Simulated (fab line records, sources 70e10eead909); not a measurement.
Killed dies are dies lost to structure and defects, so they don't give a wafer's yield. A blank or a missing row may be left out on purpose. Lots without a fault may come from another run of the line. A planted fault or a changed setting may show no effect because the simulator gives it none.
fab line records | flow nand_harc
record lots=6 wafers=18 last_day=32
route steps=1302 shown P_STI@76 END@1302
lots that met no fault: from a run of the same line without faults
start_h: hours from the record's first day to the start of the lot's first wafer shown | wait_h: hours since the lot's step before | " the same as in the row above | L1.1+2: a row that stands for several wafers | - no value, or no start given | * or withheld: withheld | < > ~ a bound
route shown NAME@n: a module of which the file shows steps, and the number in the route of the first | usual: mean/standard deviation of fault-free wafers | same: alike in all rows | chamber/n: place in a boat | sites: the reading at each site | _std_site: their standard deviation | _edge_site: outer sites' mean less inner sites' | radius_mm: how far each site lies from the wafer's centre | mask NAME#n: copy n | behind: the tool/chamber that last shaped the wafer | hold: why the lot was held/for how many hours/how that ended | device: the transistor (n, p or np) that didn't switch | end of line: the same wafers' tests at the end of the route | a step without rows: its recipe alone | killed: dies lost to structure and defects at the first sort, not the wafer's yield | map: a wafer's dies, x killed, . not, _ none there
set.NAME: the setting as run; set.NAME@STEP: as run at that earlier step | model.NAME: the simulator's own value behind a step, which no gauge read
lots at some steps of the route; a table a step, a row a wafer
services: from which hour (start_h, from the record's first day; less than 0 if before it) a tool's chamber was out of use, for how many hours, and why
## steps
# step NHARC_P_STI_COAT_41
# recipe temp_c=200 time_s=65
# step NHARC_P_STI_COAT_03
# recipe spin_rpm=2000 resist_thk_nm=600
# step NHARC_P_STI_SOFTBAKE_04
# recipe temp_c=125 time_s=70
# step NHARC_P_STI_EBR_05
# step NHARC_P_STI_EXPOSE_06
# recipe na=0.55 target_cd_nm=200 dose_mj=37.69 mask_id=P_STI
# step NHARC_P_STI_PEB_07
# recipe peb_temp_c=128 peb_time_s=80
# step NHARC_P_STI_DEVELOP_08
# recipe time_s=50 dev_temp_c=22
# step NHARC_P_STI_CD_MEAS_09
# recipe target_cd_nm=200 landing_energy_ev=500
# usual cd_nm=199.3/2.2
# columns lot.wafer tool chamber start_h wait_h cd_nm
L410.2 cd_sem-02 0 135.24 - 200.6
L410.4 " 0 " " 201.9
L410.6 " 0 " " 199.3
L411.1 cd_sem-01 0 146.40 - 197.4
L411.3 " 0 " " 196.2
L411.6 " 0 " " 196.5
L415.2 cd_sem-02 0 180.04 - 203.3
L415.3 " 0 " " 199.3
L415.6 " 0 " " 203.8
L418.1 cd_sem-03 0 212.24 - 199.7
L418.4 " 0 " " 201.1
L418.5 " 0 " " 198.9
L419.1 cd_sem-03 0 223.11 - 196.9
L419.2 " 0 " " 198.8
L419.3 " 0 " " 197.3
L420.1 cd_sem-02 0 232.52 - 195.8
L420.2 " 0 " " 197.2
L420.5 " 0 " " 194.0
# step NHARC_P_STI_OVL_MEAS_10
# usual overlay_x_nm=2/4.9 overlay_y_nm=0/5.8
# columns lot.wafer tool chamber start_h wait_h overlay_x_nm overlay_y_nm
L410.2 overlay-02 - 135.33 - 7 1
L410.4 " - " " 7 1
L410.6 " - " " 8 1
L411.1 overlay-02 - 146.49 - 12 -2
L411.3 " - " " 11 -1
L411.6 " - " " 12 -1
L415.2 overlay-02 - 180.13 - 6 2
L415.3 " - " " 5 2
L415.6 " - " " 6 2
L418.1 overlay-01 - 212.33 - 3 -3
L418.4 " - " " 3 -3
L418.5 " - " " 3 -3
L419.1 overlay-02 - 223.20 - 0 -1
L419.2 " - " " 1 -1
L419.3 " - " " 1 -1
L420.1 overlay-01 - 232.61 - -1 15
L420.2 " - " " -1 15
L420.5 " - " " -2 15
# step NHARC_P_STI_INSPECT_11
# usual raw_defect_count=6/3.1
# columns lot.wafer tool chamber start_h wait_h raw_defect_count
L410.2 defect_inspect-01 - 135.36 0.0 4
L410.4 " - " " 7
L410.6 " - " " 4
L411.1 defect_inspect-01 - 146.52 0.0 7
L411.3 " - " " 5
L411.6 " - " " 5
L415.2 defect_inspect-01 - 180.18 0.1 4
L415.3 " - " " 8
L415.6 " - " " 5
L418.1 defect_inspect-01 - 212.36 0.0 6
L418.4 " - " " 7
L418.5 " - " " 14
L419.1 defect_inspect-02 - 223.24 0.0 4
L419.2 " - " " 4
L419.3 " - " " 11
L420.1 defect_inspect-01 - 232.64 0.0 8
L420.2 " - " " 4
L420.5 " - " " 10
# step NHARC_P_STI_HARDBAKE_13
# recipe temp_c=118 time_s=65
# step NHARC_P_STI_DESCUM_14
# recipe time_s=3 o2_flow_sccm=200 ar_flow_sccm=0 bias_power_w=0 chemistry=O2
# usual drypump_motor_current_A=5.74/0.3 o2_flow_sccm=200.0/0.57 oes_product_au=1.002/0.0094 rf_vpp_V=57.6/0.86 showerhead_plenum_p_Torr=1.87/0.093 throttle_valve_pct=11.311/0.0085
# columns lot.wafer tool chamber start_h wait_h drypump_motor_current_A o2_flow_sccm oes_product_au rf_hours_counter_h rf_vpp_V showerhead_plenum_p_Torr throttle_valve_pct
L410.4 rie_diel-01 1 135.52 - 5.92 200.6 0.996 5 58.6 1.79 11.311
L410.2 " 2 " " 5.68 199.4 1.010 5 57.3 1.80 11.303
L410.6 " 3 " " 6.04 199.7 1.010 - 57.4 1.80 11.310
L411.3 rie_diel-04 1 146.67 - 6.54 200.6 1.010 8 56.4 1.78 11.310
L411.1 " 2 " " 5.74 200.0 1.011 8 57.7 1.80 11.314
L411.6 " 0 " " 5.31 200.2 1.012 - 56.6 1.78 11.324
L415.2 rie_diel-11 0 180.32 - 5.65 199.3 1.009 7 56.1 1.92 11.311
L415.3 " 1 " " 5.57 200.4 1.004 7 57.9 2.06 11.299
L415.6 " 0 " " 5.66 199.9 0.997 - 58.5 1.92 11.303
L418.1 rie_diel-11 1 212.50 - 5.56 199.9 0.996 9 59.2 2.05 11.299
L418.4 " 3 " " 5.83 200.6 0.984 9 57.6 2.05 11.302
L418.5 " 2 " " 5.33 200.1 0.999 - 56.5 1.94 11.297
L419.2 rie_diel-01 2 223.37 - 5.65 200.3 1.017 0 56.6 1.79 11.296
L419.1 " 3 " " 6.01 200.7 1.019 0 56.4 1.80 11.304
L419.3 " 1 " " 5.96 199.2 0.995 0 58.1 1.79 11.317
L420.1 rie_diel-11 1 232.80 - 5.56 199.5 1.003 11 57.9 2.05 11.291
L420.2 " 2 " " 5.30 200.7 1.008 11 57.3 1.94 11.304
L420.5 " 0 " " 5.68 200.4 0.984 - 57.0 1.92 11.312
# step NHARC_P_STI_ETCH_42
# recipe target_depth_a=800 overetch_a=240 time_s=61 ion_energy_ev=200 n2_flow_sccm=150 h2_flow_sccm=150 ar_flow_sccm=0 rf_w=400 bias_w=150 chemistry=N2/H2
# usual bias_w=150.0/0.43 chamber_pressure_mTorr=30.00/0.04 drypump_motor_current_A=5.8/0.33 oes_product_au=1.003/0.009 rf_vpp_V=429.2/3 showerhead_plenum_p_Torr=1.99/0.1 throttle_valve_pct=14.171/0.0087
# columns lot.wafer tool chamber start_h wait_h bias_w chamber_pressure_mTorr drypump_motor_current_A oes_product_au rf_hours_counter_h rf_vpp_V showerhead_plenum_p_Torr throttle_valve_pct
L410.4 rie_diel-01 2 135.59 0.1 - - - - - - - -
L410.2 " 0 " " - - - - - - - -
L410.6 " 2 " " - - - - - - - -
L411.3 rie_diel-04 3 146.74 0.1 - - - - - - - -
L411.1 " 0 " " - - - - - - - -
L411.6 " 3 " " - - - - - - - -
L415.2 rie_diel-11 2 180.40 0.1 150.6 30.00 5.3 1.006 6 430.5 2.07 14.190
L415.3 " 1 " " 150.0 29.99 5.6 1.013 7 435.0 2.19 14.167
L415.6 " 3 " " 150.3 30.00 5.8 0.986 - 435.6 2.19 14.168
L418.1 rie_diel-11 0 212.58 0.1 150.3 29.99 5.6 0.990 9 430.6 2.05 14.186
L418.4 " 1 " " 150.1 30.02 5.5 1.005 9 434.9 2.19 14.167
L418.5 " 1 " " 150.5 30.05 5.6 1.005 - 432.4 2.19 14.173
L419.2 rie_diel-01 3 223.46 0.1 149.4 30.01 6.0 1.011 0 425.5 1.92 14.156
L419.1 " 0 " " 150.1 30.02 5.9 0.983 0 431.0 2.01 14.176
L419.3 " 1 " " 150.0 30.04 5.9 1.013 0 427.4 1.91 14.178
L420.2 rie_diel-11 2 232.90 0.1 149.6 29.97 5.3 1.009 11 432.0 2.07 14.178
L420.1 " 0 " " 150.0 30.00 5.7 1.004 11 430.1 2.05 14.163
L420.5 " 0 " " 149.9 29.99 5.7 1.003 - 430.9 2.05 14.179
# step NHARC_P_STI_ETCH_31
# recipe target_depth_a=1089 time_s=54.5 cf4_flow_sccm=100 chf3_flow_sccm=30 ar_flow_sccm=0 rf_w=500 bias_w=200 chemistry=CF4/CHF3
# usual bias_w=200.0/0.56 cf4_flow_sccm=99.98/0.28 drypump_motor_current_A=5.8/0.33 oes_product_au=0.964/0.017 rf_vpp_V=369.4/2.6 showerhead_plenum_p_Torr=1.54/0.073 throttle_valve_pct=16.801/0.0097
# columns lot.wafer tool chamber start_h wait_h bias_w cf4_flow_sccm drypump_motor_current_A oes_product_au rf_hours_counter_h rf_vpp_V showerhead_plenum_p_Torr throttle_valve_pct
L410.2 rie_diel-01 0 135.67 0.1 199.4 100.32 5.9 0.927 5 369.5 1.55 16.804
L410.4 " 2 " " 199.5 99.99 5.6 0.944 5 367.0 1.48 16.798
L410.6 " 0 " " 200.4 100.35 6.0 0.929 - 370.5 1.55 16.791
L411.1 rie_diel-04 0 146.84 0.1 199.0 99.98 5.3 0.969 8 366.7 1.47 16.787
L411.3 " 1 " " 200.0 100.56 6.5 0.982 8 368.0 1.47 16.805
L411.6 " 3 " " 199.8 100.37 5.5 0.966 - 370.3 1.58 16.799
L415.3 rie_diel-11 1 - - 200.4 99.70 5.6 0.984 7 373.6 1.68 16.794
L415.2 " 3 " " 200.4 99.32 5.8 0.931 6 375.5 1.68 16.803
L415.6 " 1 " " 200.5 99.67 5.6 0.978 - 376.3 1.68 16.802
L418.1 rie_diel-11 1 - - 200.5 100.01 5.5 0.958 9 375.2 1.68 16.807
L418.4 " 3 " " 199.7 100.02 5.8 0.948 9 374.5 1.68 16.807
L418.5 " 1 " " 200.1 99.97 5.6 0.959 - 372.8 1.68 16.801
L419.2 rie_diel-01 2 - - 200.1 99.80 5.6 0.981 0 368.7 1.48 16.805
L419.1 " 3 " " 200.3 100.17 6.0 0.954 0 367.5 1.49 16.786
L419.3 " 0 " " 200.5 99.82 5.9 0.953 0 369.0 1.55 16.794
L420.2 rie_diel-11 0 - - 200.3 100.48 5.6 0.959 11 371.7 1.58 16.807
L420.1 " 2 " " 199.3 99.71 5.3 0.978 11 370.5 1.59 16.802
L420.5 " 0 " " 200.0 99.70 5.7 0.953 - 371.8 1.58 16.802
# step NHARC_END_SORT_01
# recipe temp_c=25
# usual killed_at_array=58/18 killed_at_other=1.0/1.5 killed_at_periphery=4/3.1 killed_dies=64/18 killed_open=3.4/1.9 killed_short=2.7/1.7
# same gross_dies=677
# columns lot.wafer tool chamber start_h wait_h hold killed_at_array killed_at_other killed_at_periphery killed_dies killed_open killed_short
L411.1 prober-01 0 670.52 2.5 await_dispo/6.5h/scrap 41 2 634 677 2 4
L411.3 prober-01 0 672.12 3.1 await_dispo/6.5h/scrap 48 2 627 677 8 3
L411.6 prober-01 0 674.53 4.0 await_dispo/6.5h/scrap 51 1 625 677 3 5
L410.2 prober-02 0 679.18 2.8 await_dispo/4.3h/scrap 54 0 623 677 4 2
L410.4 prober-02 0 680.81 3.4 await_dispo/4.3h/scrap 52 1 624 677 1 1
L410.6 prober-02 0 682.44 4.1 await_dispo/4.3h/scrap 51 0 626 677 1 2
L415.2 prober-02 0 711.72 2.8 - 42 0 3 45 4 2
L415.3 prober-02 0 712.51 3.1 - 40 0 6 46 4 3
L415.6 prober-02 0 714.89 4.0 - 30 0 3 33 2 2
L418.1 prober-02 0 728.92 2.5 - 71 1 2 74 0 1
L418.4 prober-02 0 731.31 3.4 - 70 0 4 74 4 2
L418.5 prober-02 0 732.11 3.7 - 65 0 4 69 4 4
L420.1 prober-02 0 747.84 2.5 - 85 1 2 88 3 4
L420.2 prober-02 0 748.64 2.8 - 97 1 2 100 1 6
L420.5 prober-02 0 751.05 3.7 - 93 1 3 97 6 3
L419.1 prober-01 0 766.70 2.5 - 29 2 5 36 4 3
L419.2 prober-01 0 767.51 2.8 - 28 1 3 32 4 4
L419.3 prober-01 0 768.32 3.1 - 19 2 5 26 3 2
# killed by level:class
L411.1 P_STI:area_etch=624 A_CHANNEL_HOLE_D1:chamber_film_flake=28 P_BONDPAD:chamber_film_flake=4 A_DECK1_JOINT:chamber_film_flake=3 A_SOURCE_PLATE:geometric_particle:short=2 P_M0:chamber_film_flake=2 P_M2:chamber_film_flake=2 A_WL_FILL:chamber_film_flake=2
L411.3 P_STI:area_etch=620 A_CHANNEL_HOLE_D1:chamber_film_flake=31 A_M0:geometric_particle:open=2 P_ZERO_WELL:chamber_film_flake=2 P_BONDPAD:chamber_film_flake=2 A_SLIT:chamber_film_flake=2 A_WL_FILL:chamber_film_flake=2 A_CONTACT:chamber_film_flake=2
L411.6 P_STI:area_etch=619 A_CHANNEL_HOLE_D1:chamber_film_flake=35 A_STAIRCASE:chamber_film_flake=3 A_SLIT:chamber_film_flake=3 A_CONTACT:chamber_film_flake=3 P_CONTACT:geometric_particle:open=2 P_CONTACT:geometric_particle:short=2 A_WL_FILL:chamber_film_flake=2
L410.2 P_STI:area_etch=618 A_SLIT:chamber_film_flake=29 A_CHANNEL_HOLE_D2:chamber_film_flake=8 A_CHANNEL_FILL_D1:chamber_film_flake=4 A_CHANNEL_HOLE_D1:chamber_film_flake=3 A_STAIRCASE:chamber_film_flake=3 P_CONTACT:geometric_particle:open=2 A_CONTACT:chamber_film_flake=2
L410.4 P_STI:area_etch=620 A_SLIT:chamber_film_flake=25 A_CHANNEL_HOLE_D2:chamber_film_flake=15 A_CHANNEL_HOLE_D1:chamber_film_flake=5 A_STAIRCASE:chamber_film_flake=4 A_CONTACT:chamber_film_flake=3 P_M0:geometric_particle:open=1 P_ZERO_WELL:chamber_film_flake=1
L410.6 P_STI:area_etch=626 A_SLIT:chamber_film_flake=29 A_CHANNEL_HOLE_D2:chamber_film_flake=12 A_CHANNEL_HOLE_D1:chamber_film_flake=2 A_CHANNEL_FILL_D2:chamber_film_flake=2 A_ONON_D1:geometric_particle:short=1 A_CHANNEL_FILL_D2:geometric_particle:short=1 A_CONTACT:geometric_particle:open=1
L415.2 A_SLIT:chamber_film_flake=10 A_CHANNEL_HOLE_D1:chamber_film_flake=7 A_STAIRCASE:chamber_film_flake=5 A_CHANNEL_FILL_D1:chamber_film_flake=4 A_CONTACT:chamber_film_flake=3 A_M1:chamber_film_flake=3 A_DECK1_JOINT:geometric_particle:open=2 P_STI:chamber_film_flake=2
L415.3 A_CONTACT:chamber_film_flake=11 A_SLIT:chamber_film_flake=6 A_CHANNEL_HOLE_D1:chamber_film_flake=5 A_WL_FILL:chamber_film_flake=5 A_STAIRCASE:chamber_film_flake=3 P_CONTACT:chamber_film_flake=2 A_M1:chamber_film_flake=2 P_GATE:geometric_particle:short=1
L415.6 A_CHANNEL_HOLE_D1:chamber_film_flake=5 A_WL_FILL:chamber_film_flake=5 A_CONTACT:chamber_film_flake=4 A_CHANNEL_FILL_D1:chamber_film_flake=3 A_SLIT:chamber_film_flake=3 P_CONTACT:chamber_film_flake=2 A_STAIRCASE:chamber_film_flake=2 A_SGD_CUT:chamber_film_flake=2
L418.1 A_SLIT:chamber_film_flake=29 A_CHANNEL_HOLE_D2:chamber_film_flake=20 A_CONTACT:chamber_film_flake=8 A_STAIRCASE:chamber_film_flake=6 A_CHANNEL_HOLE_D1:chamber_film_flake=4 A_CHANNEL_FILL_D1:chamber_film_flake=3 A_CHANNEL_FILL_D1:geometric_particle:short=1 P_M0:chamber_film_flake=1
L418.4 A_SLIT:chamber_film_flake=31 A_CHANNEL_HOLE_D2:chamber_film_flake=11 A_CONTACT:chamber_film_flake=10 A_CHANNEL_HOLE_D1:chamber_film_flake=6 A_M0:geometric_particle:open=3 A_CHANNEL_FILL_D1:chamber_film_flake=3 A_STAIRCASE:chamber_film_flake=3 A_WL_FILL:geometric_particle:short=2
L418.5 A_SLIT:chamber_film_flake=18 A_CHANNEL_HOLE_D2:chamber_film_flake=16 A_CONTACT:chamber_film_flake=8 A_CHANNEL_HOLE_D1:chamber_film_flake=7 A_STAIRCASE:chamber_film_flake=7 P_ZERO_WELL:chamber_film_flake=2 P_M0:geometric_particle:short=1 A_ONON_D1:geometric_particle:short=1
L420.1 A_SLIT:chamber_film_flake=30 A_CHANNEL_HOLE_D1:chamber_film_flake=29 A_CHANNEL_HOLE_D2:chamber_film_flake=14 A_WL_FILL:geometric_particle:short=2 A_CHANNEL_FILL_D2:chamber_film_flake=2 A_WL_FILL:chamber_film_flake=2 P_CONTACT:geometric_particle:short=1 P_M2:geometric_particle:open=1
L420.2 A_CHANNEL_HOLE_D1:chamber_film_flake=38 A_SLIT:chamber_film_flake=25 A_CHANNEL_HOLE_D2:chamber_film_flake=20 A_CONTACT:chamber_film_flake=3 A_STAIRCASE:chamber_film_flake=3 A_WL_FILL:chamber_film_flake=2 P_M0:geometric_particle:short=1 A_CHANNEL_HOLE_D1:geometric_particle:short=1
L420.5 A_CHANNEL_HOLE_D1:chamber_film_flake=35 A_SLIT:chamber_film_flake=27 A_CHANNEL_HOLE_D2:chamber_film_flake=19 A_CHANNEL_FILL_D1:geometric_particle:open=2 A_CONTACT:chamber_film_flake=2 P_CONTACT:geometric_particle:open=1 A_CHANNEL_FILL_D1:geometric_particle:short=1 A_DECK1_JOINT:geometric_particle:short=1
L419.1 A_CHANNEL_HOLE_D1:chamber_film_flake=11 A_SLIT:chamber_film_flake=6 P_STI:chamber_film_flake=2 P_BONDPAD:chamber_film_flake=2 A_CHANNEL_FILL_D1:chamber_film_flake=2 THIN_TSV:chamber_film_flake=2 A_CHANNEL_FILL_D1:geometric_particle:open=1 A_CHANNEL_FILL_D1:geometric_particle:short=1
L419.2 A_CHANNEL_HOLE_D1:chamber_film_flake=9 A_SLIT:chamber_film_flake=7 A_CHANNEL_FILL_D2:geometric_particle:short=2 A_STAIRCASE:chamber_film_flake=2 P_CONTACT:geometric_particle:open=1 A_ONON_D1:geometric_particle:short=1 A_CHANNEL_FILL_D1:geometric_particle:short=1 A_WL_FILL:geometric_particle:open=1
L419.3 A_CHANNEL_HOLE_D1:chamber_film_flake=9 P_GATE:chamber_film_flake=3 A_STAIRCASE:chamber_film_flake=3 A_CHANNEL_FILL_D1:geometric_particle:open=2 THIN_TSV:chamber_film_flake=2 A_SGD_CUT:geometric_particle:short=1 A_WL_FILL:geometric_particle:short=1 A_M1:geometric_particle:open=1
# map L410.2 (x killed, . not)
____________x____________
_________xxxxxxx_________
_______xxxxxxxxxxx_______
______xxxxxxxxxxxxx______
_____xxxxxxxxxxxxxxx_____
____xxxxxxxxxxxxxxxxx____
____xxxxxxxxxxxxxxxxx____
___xxxxxxxxxxxxxxxxxxx___
___xxxxxxxxxxxxxxxxxxx___
__xxxxxxxxxxxxxxxxxxxxx__
__xxxxxxxxxxxxxxxxxxxxx__
_xxxxxxxxxxxxxxxxxxxxxxx_
_xxxxxxxxxxxxxxxxxxxxxxx_
_xxxxxxxxxxxxxxxxxxxxxxx_
_xxxxxxxxxxxxxxxxxxxxxxx_
_xxxxxxxxxxxxxxxxxxxxxxx_
xxxxxxxxxxxxxxxxxxxxxxxxx
xxxxxxxxxxxxxxxxxxxxxxxxx
xxxxxxxxxxxxxxxxxxxxxxxxx
xxxxxxxxxxxxxxxxxxxxxxxxx
xxxxxxxxxxxxxxxxxxxxxxxxx
_xxxxxxxxxxxxxxxxxxxxxxx_
_xxxxxxxxxxxxxxxxxxxxxxx_
_xxxxxxxxxxxxxxxxxxxxxxx_
_xxxxxxxxxxxxxxxxxxxxxxx_
_xxxxxxxxxxxxxxxxxxxxxxx_
__xxxxxxxxxxxxxxxxxxxxx__
__xxxxxxxxxxxxxxxxxxxxx__
___xxxxxxxxxxxxxxxxxxx___
___xxxxxxxxxxxxxxxxxxx___
____xxxxxxxxxxxxxxxxx____
____xxxxxxxxxxxxxxxxx____
_____xxxxxxxxxxxxxxx_____
______xxxxxxxxxxxxx______
_______xxxxxxxxxxx_______
_________xxxxxxx_________
____________x____________
# map L411.1 (x killed, . not)
____________x____________
_________xxxxxxx_________
_______xxxxxxxxxxx_______
______xxxxxxxxxxxxx______
_____xxxxxxxxxxxxxxx_____
____xxxxxxxxxxxxxxxxx____
____xxxxxxxxxxxxxxxxx____
___xxxxxxxxxxxxxxxxxxx___
___xxxxxxxxxxxxxxxxxxx___
__xxxxxxxxxxxxxxxxxxxxx__
__xxxxxxxxxxxxxxxxxxxxx__
_xxxxxxxxxxxxxxxxxxxxxxx_
_xxxxxxxxxxxxxxxxxxxxxxx_
_xxxxxxxxxxxxxxxxxxxxxxx_
_xxxxxxxxxxxxxxxxxxxxxxx_
_xxxxxxxxxxxxxxxxxxxxxxx_
xxxxxxxxxxxxxxxxxxxxxxxxx
xxxxxxxxxxxxxxxxxxxxxxxxx
xxxxxxxxxxxxxxxxxxxxxxxxx
xxxxxxxxxxxxxxxxxxxxxxxxx
xxxxxxxxxxxxxxxxxxxxxxxxx
_xxxxxxxxxxxxxxxxxxxxxxx_
_xxxxxxxxxxxxxxxxxxxxxxx_
_xxxxxxxxxxxxxxxxxxxxxxx_
_xxxxxxxxxxxxxxxxxxxxxxx_
_xxxxxxxxxxxxxxxxxxxxxxx_
__xxxxxxxxxxxxxxxxxxxxx__
__xxxxxxxxxxxxxxxxxxxxx__
___xxxxxxxxxxxxxxxxxxx___
___xxxxxxxxxxxxxxxxxxx___
____xxxxxxxxxxxxxxxxx____
____xxxxxxxxxxxxxxxxx____
_____xxxxxxxxxxxxxxx_____
______xxxxxxxxxxxxx______
_______xxxxxxxxxxx_______
_________xxxxxxx_________
____________x____________
## services
# columns tool chamber start_h hours kind
rie_diel-11 0 112.00 - clean
rie_diel-11 1 112.00 - clean
rie_diel-11 2 112.00 - clean
rie_diel-11 3 112.00 - clean
rie_diel-11 0 136.50 - clean
rie_diel-11 1 136.50 - clean
rie_diel-11 2 136.50 - clean
rie_diel-11 3 136.50 - clean
rie_diel-11 0 161.00 - clean
rie_diel-11 1 161.00 - clean
rie_diel-11 2 161.00 - clean
rie_diel-11 3 161.00 - clean
rie_diel-04 - 178.05 9.0 pm
rie_diel-11 0 181.97 2.7 repair
rie_diel-11 0 185.50 - clean
rie_diel-11 1 185.50 - clean
rie_diel-11 2 185.50 - clean
rie_diel-11 3 185.50 - clean
rie_diel-01 - 203.90 9.0 pm
rie_diel-11 1 204.07 6.1 repair
rie_diel-11 0 210.00 - clean
rie_diel-11 2 210.00 - clean
rie_diel-04 3 215.27 6.1 repair
rie_diel-11 3 225.47 24.4 repair
## key
first_sign step=NHARC_P_STI_ETCH_42 reading=tool_record direction=missing
effect step=NHARC_END_SORT_01 reading=killed_at_periphery direction=up sigmas=99+ usual=4 struck=626
more_kills_born_at NHARC_P_STI_ETCH_42@rie_diel-01=1864 NHARC_P_STI_ETCH_42@rie_diel-04=1863
met_at NHARC_P_STI_ETCH_42
struck_wafers L410.2,L410.4,L410.6,L411.1,L411.3,L411.6
later_rows_left_out L410.2,L410.4,L410.6,L411.1,L411.3,L411.6
tester_left_out L410,L411
fault kind=skipped_step_whole tool=rie_diel-01,rie_diel-04 chamber=- onset_h=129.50 steps=NHARC_P_STI_ETCH_42 scope=struck_lots_only
# tester_left_out: of these lots the tester's yield and bins aren't shown, on N5 and GAA mostly nor the transistor test; their killed dies are dies lost to structure and defects alone, not to doping, threshold or leakage, so they don't give the yield
# later_rows_left_out: the simulator's readings of these wafers behind a module that went badly wrong aren't trusted and aren't shown, but for the sort
